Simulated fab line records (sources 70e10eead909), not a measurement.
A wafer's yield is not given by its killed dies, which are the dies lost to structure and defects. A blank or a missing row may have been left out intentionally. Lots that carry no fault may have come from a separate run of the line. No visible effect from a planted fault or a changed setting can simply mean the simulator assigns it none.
Chamber matching -- flow nand_harc -- 3 sister chambers for NHARC_P_BONDPAD_DEP_00 on pecvd-04
The step deposits SiCN, target thk 250 nm. 14 wafers are shown with their chamber, then 7 later ones without.

WAFERS PAIRED WITH THEIR CHAMBERS
wafer,chamber,heater_power_w (W)
L234.2,0,642
L234.4,2,553
L234.5,0,677
L235.3,2,551
L235.4,0,601
L235.5,1,444
L238.1,1,484
L238.3,2,543
L238.5,0,623
L239.1,1,438
L239.4,2,608
L239.6,1,444
L240.2,1,446
L240.3,2,549

SIGNATURES (averages over the wafers above)
reading,chamber 0,chamber 1,chamber 2,scatter within a chamber
heater_power_w,635.75,451.20,560.80,25.8
Rule: a wafer's distance from a chamber is the root of the sum, over the readings, of the square of ((its reading less the chamber's mean) divided by the reading's scatter). If the next closest chamber is less than 2 further off than the closest, the wafer can't be placed; otherwise it belongs to the closest. How the scatter is found: for the shown wafers, subtract from each reading the mean of its chamber, square and add these, divide the total by (wafers less chambers), then take the root.

WAFERS WITH NO CHAMBER GIVEN
wafer,heater_power_w (W)
L240.4,692
L252.4,606
L252.5,479
L252.6,671
L254.1,575
L254.2,457
L254.4,580

CHAMBER TAKEN BY EACH
wafer,from the rows above,in truth
L240.4,0,0
L252.4,can't be placed: 0 or 2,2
L252.5,1,1
L252.6,0,0
L254.1,can't be placed: 2 or 0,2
L254.2,1,1
L254.4,can't be placed: 2 or 0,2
Correct placement for 4 of the 7. Cannot be placed on the basis of these rows: 3; the candidates contain the true chamber in 3. Placed wrongly: 0.
